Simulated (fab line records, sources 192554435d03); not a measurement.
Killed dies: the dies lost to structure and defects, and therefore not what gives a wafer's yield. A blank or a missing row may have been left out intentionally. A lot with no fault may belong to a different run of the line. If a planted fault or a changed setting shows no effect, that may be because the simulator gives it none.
fab line records	flow n5Finfet
record lots=24	wafers=72	lastDay=18
route steps=1938 shown BEOL_M8@1345 BEOL_M9@1401
lots with no fault: from the same line, run without faults
startH: the number of hours between the record's first day and the start of the first shown wafer of the lot	waitH: time in hours since the lot's previous step	" identical to the entry in the row above	L1.1+2: several wafers, shown together as one row	- no value, or no start was given	* or withheld: withheld	< > ~ a bound
route shown NAME@n: a module of which the file shows steps, and the number in the route of the first	usual: mean and standard deviation over wafers with no fault	same: alike in all rows	chamber/n: place in a boat	sites: each site's reading	_std_site: standard deviation across them	_edge_site: the outer-site mean with the inner-site mean subtracted	radiusMm: how far each site lies from the wafer's centre	mask NAME#n: copy n	behind: the tool/chamber that last shaped the wafer	hold: what put the lot on hold/how long, in hours/how the hold closed	device: the transistor (n, p or np) that didn't switch	end of line: at the end of the route, the tests of the same wafers	where a step has no rows: the recipe by itself	killed: at the first sort, the dies lost to defects and structure; wafer yield is something else	map: per-die view of a wafer (x killed, . not killed, _ where there is no die)
set.NAME: the run value of the setting; set.NAME@STEP: its run value at that earlier step	model.NAME: the simulator's own value behind a step, which no gauge read
one table for each step of the route and one row for each wafer, over a sample of lots
services: a tool's chamber out of use, with start hour (startH, from the record's first day; less than 0 if before it), hours out, and reason
## steps
# step N5_BEOL_M8_CD_MEAS_11
# recipe targetCdNm=38.5	landingEnergyEv=500	detector=seInlens	polarity=opening
# usual cdNm=38.5/0.37
lot.wafer	tool	chamber	startH	waitH	cdNm
L074.3	cdSem-03	0	204.98	-	38.7
L074.4	"	0	"	"	38.8
L074.6	"	0	"	"	38.8
L075.2	cdSem-03	0	207.58	-	38.3
L075.4	"	0	"	"	38.0
L075.5	"	0	"	"	38.8
L076.1	cdSem-02	0	211.59	-	38.3
L076.4	"	0	"	"	37.6
L076.6	"	0	"	"	37.8
L078.1	cdSem-02	0	215.71	-	38.4
L078.4	"	0	"	"	38.1
L078.6	"	0	"	"	38.2
L077.1	cdSem-02	0	219.86	-	38.8
L077.3	"	0	"	"	38.6
L077.4	"	0	"	"	38.2
L079.1	cdSem-03	0	236.86	-	38.2
L079.5	"	0	"	"	37.9
L079.6	"	0	"	"	37.8
L080.1	cdSem-03	0	248.38	-	38.7
L080.3	"	0	"	"	38.8
L080.4	"	0	"	"	38.9
L081.2	cdSem-02	0	253.25	-	38.9
L081.3	"	0	"	"	38.7
L081.4	"	0	"	"	38.8
L087.3	cdSem-03	0	278.85	-	39.2
L087.4	"	0	"	"	38.9
L087.6	"	0	"	"	38.5
L083.2	cdSem-02	0	279.33	-	38.3
L083.5	"	0	"	"	38.5
L083.6	"	0	"	"	38.5
L084.3	cdSem-01	0	279.50	-	38.5
L084.5	"	0	"	"	38.6
L084.6	"	0	"	"	38.5
L086.4	cdSem-02	0	283.14	-	38.2
L086.5	"	0	"	"	39.5
L086.6	"	0	"	"	38.7
L082.4	cdSem-02	0	283.30	-	38.9
L082.5	"	0	"	"	38.0
L082.6	"	0	"	"	38.8
L085.2	cdSem-02	0	296.87	-	38.4
L085.3	"	0	"	"	38.1
L085.6	"	0	"	"	38.1
L088.1	cdSem-01	0	300.74	-	38.2
L088.2	"	0	"	"	38.3
L088.4	"	0	"	"	38.4
L089.1	cdSem-02	0	315.29	-	38.7
L089.4	"	0	"	"	39.0
L089.6	"	0	"	"	39.0
L090.1	cdSem-01	0	318.66	-	38.7
L090.3	"	0	"	"	38.6
L090.6	"	0	"	"	38.7
L091.1	cdSem-01	0	318.93	-	38.1
L091.2	"	0	"	"	38.5
L091.3	"	0	"	"	37.8
L092.4	cdSem-02	0	326.40	-	38.7
L092.5	"	0	"	"	38.3
L092.6	"	0	"	"	38.6
L093.1	cdSem-03	0	326.68	-	38.9
L093.2	"	0	"	"	38.8
L093.4	"	0	"	"	38.8
L094.2	cdSem-03	0	329.58	-	38.7
L094.5	"	0	"	"	38.5
L094.6	"	0	"	"	38.5
L095.2	cdSem-01	0	333.60	-	38.4
L095.4	"	0	"	"	38.4
L095.6	"	0	"	"	39.0
L096.1	cdSem-03	0	338.35	-	38.3
L096.2	"	0	"	"	38.4
L096.3	"	0	"	"	38.4
L097.1	cdSem-03	0	361.09	-	38.8
L097.2	"	0	"	"	37.8
L097.5	"	0	"	"	39.1
# step N5_BEOL_M8_INSPECT_30
# recipe mode=adi	inspectInstrument=brightfield
# usual rawDefectCount=409/97
lot.wafer	tool	chamber	startH	waitH	rawDefectCount
L074.3	defectInspect-02	-	206.08	0.0	503
L074.4	"	-	"	"	558
L074.6	"	-	"	"	684
L075.2	defectInspect-01	-	208.70	0.0	461
L075.4	"	-	"	"	757
L075.5	"	-	"	"	585
L076.1	defectInspect-02	-	215.03	0.1	489
L076.4	"	-	"	"	412
L076.6	"	-	"	"	379
L078.1	defectInspect-01	-	218.20	0.1	473
L078.4	"	-	"	"	360
L078.6	"	-	"	"	478
L077.1	defectInspect-02	-	221.34	0.1	265
L077.3	"	-	"	"	487
L077.4	"	-	"	"	362
L079.1	defectInspect-02	-	240.03	0.1	455
L079.5	"	-	"	"	356
L079.6	"	-	"	"	497
L080.1	defectInspect-01	-	249.47	0.1	249
L080.3	"	-	"	"	277
L080.4	"	-	"	"	224
L081.2	defectInspect-01	-	256.34	0.0	710
L081.3	"	-	"	"	597
L081.4	"	-	"	"	513
L083.2	defectInspect-02	-	282.08	0.0	455
L083.5	"	-	"	"	415
L083.6	"	-	"	"	351
L087.3	defectInspect-01	-	282.13	0.0	357
L087.4	"	-	"	"	503
L087.6	"	-	"	"	457
L084.3	defectInspect-01	-	282.17	0.0	252
L084.5	"	-	"	"	335
L084.6	"	-	"	"	317
L086.4	defectInspect-01	-	285.18	0.0	503
L086.5	"	-	"	"	455
L086.6	"	-	"	"	408
L082.4	defectInspect-02	-	285.40	0.0	396
L082.5	"	-	"	"	629
L082.6	"	-	"	"	559
L085.2	defectInspect-01	-	300.64	0.0	242
L085.3	"	-	"	"	285
L085.6	"	-	"	"	310
L088.1	defectInspect-02	-	302.26	0.1	482
L088.2	"	-	"	"	379
L088.4	"	-	"	"	426
L089.1	defectInspect-01	-	317.55	0.1	395
L089.4	"	-	"	"	438
L089.6	"	-	"	"	417
L090.1	defectInspect-01	-	321.63	0.1	344
L090.3	"	-	"	"	343
L090.6	"	-	"	"	452
L091.1	defectInspect-01	-	321.80	0.1	341
L091.2	"	-	"	"	288
L091.3	"	-	"	"	403
L092.4	defectInspect-02	-	327.83	0.0	306
L092.5	"	-	"	"	444
L092.6	"	-	"	"	387
L093.1	defectInspect-01	-	328.02	0.1	288
L093.2	"	-	"	"	295
L093.4	"	-	"	"	330
L094.2	defectInspect-01	-	332.03	0.0	360
L094.5	"	-	"	"	362
L094.6	"	-	"	"	331
L095.2	defectInspect-02	-	334.61	0.0	367
L095.4	"	-	"	"	346
L095.6	"	-	"	"	341
L096.1	defectInspect-01	-	343.43	0.1	430
L096.2	"	-	"	"	482
L096.3	"	-	"	"	452
L097.1	defectInspect-01	-	363.74	0.1	449
L097.2	"	-	"	"	277
L097.5	"	-	"	"	296
# step N5_BEOL_M8_OCD_MEAS_38
# usual trenchDepthNm=93.3/1.1
lot.wafer	tool	chamber	startH	waitH	trenchDepthNm
L074.3	ocd-02	-	206.56	-	93.3
L074.4	"	-	"	"	93.1
L074.6	"	-	"	"	92.2
L075.2	ocd-01	-	209.16	-	92.4
L075.4	"	-	"	"	92.7
L075.5	"	-	"	"	92.1
L076.1	ocd-02	-	215.50	-	92.7
L076.4	"	-	"	"	91.5
L076.6	"	-	"	"	91.1
L078.1	ocd-01	-	218.67	-	94.6
L078.4	"	-	"	"	93.6
L078.6	"	-	"	"	94.2
L077.1	ocd-01	-	221.99	-	92.6
L077.3	"	-	"	"	93.7
L077.4	"	-	"	"	91.5
L079.1	ocd-02	-	240.50	-	94.1
L079.5	"	-	"	"	92.8
L079.6	"	-	"	"	93.7
L080.1	ocd-02	-	250.41	-	92.6
L080.3	"	-	"	"	93.1
L080.4	"	-	"	"	94.3
L081.2	ocd-02	-	256.97	-	95.4
L081.3	"	-	"	"	95.1
L081.4	"	-	"	"	94.4
L083.2	ocd-02	-	283.15	-	94.5
L083.5	"	-	"	"	93.2
L083.6	"	-	"	"	94.9
L087.3	ocd-01	-	283.15	-	93.6
L087.4	"	-	"	"	91.5
L087.6	"	-	"	"	92.5
L084.3	ocd-02	-	283.18	-	95.0
L084.5	"	-	"	"	94.1
L084.6	"	-	"	"	93.9
L086.4	ocd-01	-	285.92	-	94.3
L086.5	"	-	"	"	93.0
L086.6	"	-	"	"	95.2
L082.4	ocd-02	-	286.32	-	93.9
L082.5	"	-	"	"	95.3
L082.6	"	-	"	"	93.2
L085.2	ocd-02	-	301.13	-	94.8
L085.3	"	-	"	"	94.7
L085.6	"	-	"	"	93.3
L088.1	ocd-01	-	302.79	-	93.2
L088.2	"	-	"	"	94.1
L088.4	"	-	"	"	93.8
L089.1	ocd-01	-	318.02	-	91.0
L089.4	"	-	"	"	92.0
L089.6	"	-	"	"	91.3
L090.1	ocd-01	-	322.64	-	92.3
L090.3	"	-	"	"	92.9
L090.6	"	-	"	"	91.8
L091.1	ocd-01	-	322.81	-	95.5
L091.2	"	-	"	"	94.9
L091.3	"	-	"	"	92.8
L092.4	ocd-01	-	328.30	-	93.2
L092.5	"	-	"	"	94.5
L092.6	"	-	"	"	92.3
L093.1	ocd-02	-	328.76	-	92.9
L093.2	"	-	"	"	92.6
L093.4	"	-	"	"	92.7
L094.2	ocd-01	-	332.69	-	93.1
L094.5	"	-	"	"	92.6
L094.6	"	-	"	"	91.9
L095.2	ocd-02	-	335.08	-	92.2
L095.4	"	-	"	"	93.1
L095.6	"	-	"	"	93.2
L096.1	ocd-01	-	344.21	-	92.1
L096.2	"	-	"	"	93.1
L096.3	"	-	"	"	92.7
L097.1	ocd-02	-	364.20	-	93.3
L097.2	"	-	"	"	93.2
L097.5	"	-	"	"	92.0
# step N5_BEOL_M8_ANNEAL_51
# recipe tempC=225	timeS=90	ambient=N2
# usual annealTempCMax=225.82/0.2	wafer_temp_C_max=225.83/0.24
lot.wafer	tool	chamber	startH	waitH	annealTempCMax	wafer_temp_C_max
L074.3	rtpAnneal-02	0	208.63	0.3	225.73	226.21
L074.4	"	0	"	"	225.76	225.90
L074.6	"	0	"	"	225.88	225.97
L075.2	rtpAnneal-01	0	211.75	0.2	225.94	225.59
L075.4	"	0	"	"	225.84	225.78
L075.5	"	0	"	"	226.06	225.93
L076.1	rtpAnneal-01	0	217.91	0.8	226.30	225.82
L076.4	"	0	"	"	225.96	225.77
L076.6	"	0	"	"	226.08	225.54
L078.1	rtpAnneal-02	0	220.11	0.1	225.86	226.36
L078.4	"	0	"	"	225.56	226.13
L078.6	"	0	"	"	225.57	226.13
L077.1	rtpAnneal-01	0	224.18	0.3	225.80	225.36
L077.3	"	0	"	"	225.61	225.68
L077.4	"	0	"	"	225.75	225.69
L079.1	rtpAnneal-01	0	242.75	0.2	225.76	225.48
L079.5	"	0	"	"	226.24	225.60
L079.6	"	0	"	"	226.04	225.86
L080.1	rtpAnneal-01	0	252.31	0.1	225.96	225.62
L080.3	"	0	"	"	226.29	225.78
L080.4	"	0	"	"	226.21	225.80
L081.2	rtpAnneal-01	0	258.86	0.1	225.83	225.95
L081.3	"	0	"	"	225.86	226.01
L081.4	"	0	"	"	225.57	225.50
L087.3	rtpAnneal-01	0	285.51	0.1	226.19	225.68
L087.4	"	0	"	"	225.78	225.88
L087.6	"	0	"	"	226.20	225.68
L084.3	rtpAnneal-02	0	285.71	0.2	225.69	226.15
L084.5	"	0	"	"	225.61	226.14
L084.6	"	0	"	"	225.71	226.13
L083.2	rtpAnneal-01	0	285.74	0.2	225.86	225.94
L083.5	"	0	"	"	225.78	225.75
L083.6	"	0	"	"	225.70	225.43
L086.4	rtpAnneal-02	0	287.94	0.4	225.82	225.95
L086.5	"	0	"	"	225.46	225.62
L086.6	"	0	"	"	225.62	225.75
L082.4	rtpAnneal-02	0	288.21	0.2	225.97	226.08
L082.5	"	0	"	"	225.24	225.93
L082.6	"	0	"	"	225.90	225.42
L085.2	rtpAnneal-01	0	303.58	0.4	226.12	225.90
L085.3	"	0	"	"	225.79	225.79
L085.6	"	0	"	"	225.79	225.62
L088.1	rtpAnneal-01	0	306.04	0.1	225.90	225.34
L088.2	"	0	"	"	225.73	225.78
L088.4	"	0	"	"	226.01	225.94
L089.1	rtpAnneal-02	0	319.73	0.3	225.84	226.19
L089.4	"	0	"	"	225.93	226.07
L089.6	"	0	"	"	225.73	225.91
L090.1	rtpAnneal-02	0	325.59	0.1	225.66	226.01
L090.3	"	0	"	"	225.29	225.89
L090.6	"	0	"	"	225.63	225.87
L091.1	rtpAnneal-02	0	325.86	0.3	226.08	226.08
L091.2	"	0	"	"	225.69	225.96
L091.3	"	0	"	"	225.90	225.88
L092.4	rtpAnneal-01	0	330.86	0.6	225.82	225.74
L092.5	"	0	"	"	225.69	225.65
L092.6	"	0	"	"	225.90	225.63
L093.1	rtpAnneal-01	0	331.26	0.7	225.69	226.07
L093.2	"	0	"	"	225.86	225.36
L093.4	"	0	"	"	225.68	225.61
L094.2	rtpAnneal-02	0	334.98	0.4	225.54	225.70
L094.5	"	0	"	"	225.82	225.87
L094.6	"	0	"	"	225.82	225.79
L095.2	rtpAnneal-02	0	338.65	0.1	225.72	226.25
L095.4	"	0	"	"	225.84	225.69
L095.6	"	0	"	"	226.01	225.76
L096.1	rtpAnneal-02	0	346.02	0.3	225.74	226.26
L096.2	"	0	"	"	225.69	226.20
L096.3	"	0	"	"	225.74	225.97
L097.1	rtpAnneal-01	0	366.30	0.2	225.74	225.68
L097.2	"	0	"	"	225.74	226.02
L097.5	"	0	"	"	226.00	225.56
# step N5_BEOL_M8_INSPECT_58
# recipe inspectInstrument=darkfield	mode=postDep
# usual rawDefectCount=68/21
lot.wafer	tool	chamber	startH	waitH	rawDefectCount
L074.3	defectInspect-02	-	209.31	0.0	66
L074.4	"	-	"	"	90
L074.6	"	-	"	"	74
L075.2	defectInspect-02	-	212.46	0.0	68
L075.4	"	-	"	"	103
L075.5	"	-	"	"	127
L076.1	defectInspect-01	-	218.67	0.0	30
L076.4	"	-	"	"	33
L076.6	"	-	"	"	50
L078.1	defectInspect-02	-	220.86	0.0	108
L078.4	"	-	"	"	82
L078.6	"	-	"	"	69
L077.1	defectInspect-01	-	224.94	0.0	88
L077.3	"	-	"	"	68
L077.4	"	-	"	"	56
L079.1	defectInspect-02	-	243.50	0.0	58
L079.5	"	-	"	"	53
L079.6	"	-	"	"	50
L080.1	defectInspect-02	-	253.06	0.0	67
L080.3	"	-	"	"	58
L080.4	"	-	"	"	64
L081.2	defectInspect-01	-	259.60	0.0	46
L081.3	"	-	"	"	64
L081.4	"	-	"	"	82
L087.3	defectInspect-02	-	286.17	0.0	82
L087.4	"	-	"	"	59
L087.6	"	-	"	"	70
L084.3	defectInspect-02	-	286.37	0.0	99
L084.5	"	-	"	"	64
L084.6	"	-	"	"	83
L083.2	defectInspect-02	-	286.44	0.0	61
L083.5	"	-	"	"	38
L083.6	"	-	"	"	56
L086.4	defectInspect-01	-	288.56	0.0	41
L086.5	"	-	"	"	55
L086.6	"	-	"	"	58
L082.4	defectInspect-01	-	288.85	0.0	61
L082.5	"	-	"	"	58
L082.6	"	-	"	"	77
L085.2	defectInspect-01	-	304.28	0.0	87
L085.3	"	-	"	"	76
L085.6	"	-	"	"	68
L088.1	defectInspect-02	-	306.79	0.0	65
L088.2	"	-	"	"	58
L088.4	"	-	"	"	141
L089.1	defectInspect-01	-	320.50	0.0	64
L089.4	"	-	"	"	73
L089.6	"	-	"	"	89
L090.1	defectInspect-01	-	326.37	0.0	58
L090.3	"	-	"	"	71
L090.6	"	-	"	"	42
L091.1	defectInspect-01	-	326.61	0.0	48
L091.2	"	-	"	"	59
L091.3	"	-	"	"	67
L092.4	defectInspect-01	-	331.47	0.0	111
L092.5	"	-	"	"	61
L092.6	"	-	"	"	71
L093.1	defectInspect-01	-	332.04	0.0	60
L093.2	"	-	"	"	54
L093.4	"	-	"	"	63
L094.2	defectInspect-01	-	335.69	0.0	46
L094.5	"	-	"	"	65
L094.6	"	-	"	"	55
L095.2	defectInspect-01	-	339.36	0.0	84
L095.4	"	-	"	"	75
L095.6	"	-	"	"	98
L096.1	defectInspect-01	-	346.79	0.0	69
L096.2	"	-	"	"	90
L096.3	"	-	"	"	81
L097.1	defectInspect-01	-	367.06	0.0	73
L097.2	"	-	"	"	63
L097.5	"	-	"	"	92
# step N5_BEOL_M9_ILD_DEP_00
# recipe material=SiCOH_lowk	targetThkA=3085.1	tempC=300	precursor=DEMS/porogen	pressureTorr=5	rfW=500	timeS=58
# usual heaterPowerW=327/49	rfFwdPowerW=496.2/1.9	showerheadPlenumPTorr=5.737/0.015	showerheadVppV=1420/48	throttleValvePct=13.5/0.64
lot.wafer	tool	chamber	startH	waitH	heaterPowerW	rfFwdPowerW	showerheadPlenumPTorr	showerheadVppV	throttleValvePct
L074.3	pecvd-03	1	209.37	0.1	407	491.9	5.725	1430	13.6
L074.4	"	0	"	"	251	496.7	5.737	1476	14.2
L074.6	"	0	"	"	256	497.8	5.734	1467	14.1
L075.2	pecvd-02	2	212.49	0.0	354	498.4	5.740	1359	13.1
L075.4	"	2	"	"	358	496.8	5.734	1336	12.8
L075.5	"	1	"	"	400	498.1	5.753	1423	14.1
L076.1	pecvd-03	1	218.71	0.0	420	498.3	5.727	1444	13.7
L076.4	"	1	"	"	414	495.8	5.731	1432	13.6
L076.6	"	1	"	"	414	498.7	5.735	1463	13.5
L078.1	pecvd-03	1	220.89	0.0	352	493.1	5.729	1451	13.7
L078.4	"	1	"	"	358	495.7	5.734	1437	13.6
L078.6	"	0	"	"	230	498.1	5.733	1449	14.5
L077.1	pecvd-04	2	224.97	0.0	322	496.9	5.728	1368	12.6
L077.3	"	0	"	"	312	499.4	5.762	1337	13.6
L077.4	"	2	"	"	246	495.5	5.725	1401	12.9
L079.1	pecvd-04	1	243.53	0.0	273	493.7	5.720	1463	13.2
L079.5	"	2	"	"	290	496.9	5.731	1415	12.9
L079.6	"	1	"	"	286	495.1	5.710	1469	13.5
L080.1	pecvd-04	2	253.09	0.0	267	498.0	5.727	1411	12.8
L080.3	"	1	"	"	292	492.7	5.699	1476	13.2
L080.4	"	2	"	"	269	499.3	5.732	1390	12.6
L081.2	pecvd-03	2	259.63	0.0	361	496.5	5.720	1429	12.4
L081.3	"	0	"	"	278	494.5	5.744	1470	14.3
L081.4	"	0	"	"	282	496.5	5.746	1453	14.2
L087.3	pecvd-02	1	286.21	0.0	348	497.6	5.752	1425	14.2
L087.4	"	0	"	"	363	497.6	5.719	1376	14.2
L087.6	"	1	"	"	355	499.2	5.759	1457	14.3
L084.3	pecvd-03	2	286.41	0.0	298	494.4	5.731	1453	12.4
L084.5	"	1	"	"	401	499.2	5.725	1452	13.9
L084.6	"	0	"	"	236	495.5	5.754	1472	14.6
L083.2	pecvd-04	2	286.48	0.0	294	497.1	5.726	1383	12.6
L083.5	"	1	"	"	316	494.3	5.713	1476	13.2
L083.6	"	2	"	"	310	500.0	5.734	1390	12.6
L086.4	pecvd-03	2	288.62	0.1	319	495.9	5.716	1452	12.7
L086.5	"	0	"	"	269	494.8	5.743	1463	14.8
L086.6	"	1	"	"	379	494.2	5.735	1420	13.4
L082.4	pecvd-03	2	288.91	0.1	293	499.6	5.751	1438	12.6
L082.5	"	0	"	"	274	496.6	5.731	1463	14.7
L082.6	"	1	"	"	341	492.4	5.728	1451	13.7
L085.2	pecvd-04	2	304.32	0.0	267	496.8	5.718	1393	12.9
L085.3	"	0	"	"	343	497.3	5.757	1356	13.7
L085.6	"	1	"	"	305	492.7	5.714	1453	13.3
L088.1	pecvd-03	0	306.82	0.0	262	495.8	5.730	1451	14.5
L088.2	"	1	"	"	422	494.6	5.743	1469	13.3
L088.4	"	2	"	"	347	493.9	5.728	1463	12.9
L089.1	pecvd-03	0	320.54	0.0	264	495.5	5.729	1463	14.6
L089.4	"	0	"	"	281	495.3	5.744	1441	14.4
L089.6	"	2	"	"	317	497.7	5.738	1450	13.0
L090.1	pecvd-03	2	326.41	0.0	325	498.7	5.739	1427	12.6
L090.3	"	1	"	"	358	492.2	5.720	1444	13.3
L090.6	"	1	"	"	365	492.9	5.735	1456	13.5
L091.1	pecvd-02	2	326.65	0.0	337	497.3	5.730	1339	13.1
L091.2	"	1	"	"	404	498.0	5.760	1428	14.2
L091.3	"	1	"	"	416	495.2	5.750	1456	13.9
L092.4	pecvd-04	0	331.54	0.1	332	496.6	5.763	1339	13.7
L092.5	"	0	"	"	345	497.2	5.777	1315	13.5
L092.6	"	2	"	"	318	496.7	5.729	1417	12.7
L093.1	pecvd-03	0	332.08	0.0	278	494.6	5.734	1472	14.7
L093.2	"	2	"	"	286	494.8	5.738	1437	12.9
L093.4	"	1	"	"	394	494.5	5.730	1426	13.6
L094.2	pecvd-02	1	335.72	0.0	402	497.6	5.756	1433	14.1
L094.5	"	2	"	"	349	499.4	5.732	1360	13.4
L094.6	"	1	"	"	415	498.5	5.746	1437	14.1
L095.2	pecvd-04	2	339.39	0.0	290	494.3	5.717	1420	12.8
L095.4	"	0	"	"	322	494.0	5.769	1322	13.4
L095.6	"	0	"	"	342	494.6	5.766	1335	13.6
L096.1	pecvd-03	1	346.83	0.0	373	494.7	5.735	1464	13.3
L096.2	"	2	"	"	329	496.8	5.730	1412	12.7
L096.3	"	0	"	"	254	496.9	5.747	1460	14.8
L097.1	pecvd-04	1	367.10	0.0	327	497.3	5.706	1479	13.1
L097.2	"	2	"	"	305	498.6	5.732	1377	13.1
L097.5	"	0	"	"	355	496.7	5.755	1341	13.5
## services
tool	chamber	startH	hours	kind
rtpAnneal-01	-	190.25	1.0	pm
pecvd-04	1	191.46	8.1	repair
pecvd-02	0	192.78	9.0	repair
pecvd-03	2	202.40	-	clean
pecvd-03	2	202.40	-	consumableReplace:showerhead
pecvd-03	2	202.40	29.0	scheduledDown
pecvd-03	2	202.40	29.0	ventCycle
pecvd-02	2	220.68	2.1	scheduledDown
pecvd-02	-	227.27	0.8	repair
pecvd-04	2	258.13	2.1	scheduledDown
pecvd-02	2	266.77	5.5	scheduledDown
rtpAnneal-02	-	269.26	3.4	pm
pecvd-03	2	269.27	5.5	scheduledDown
pecvd-02	-	287.17	0.9	repair
pecvd-02	2	317.09	5.0	scheduledDown
pecvd-02	0	322.09	5.5	scheduledDown
rtpAnneal-01	-	322.81	3.8	pm
pecvd-04	1	329.83	17.9	repair
pecvd-03	1	336.96	6.6	repair
pecvd-04	-	361.46	1.3	repair
## key
fault none
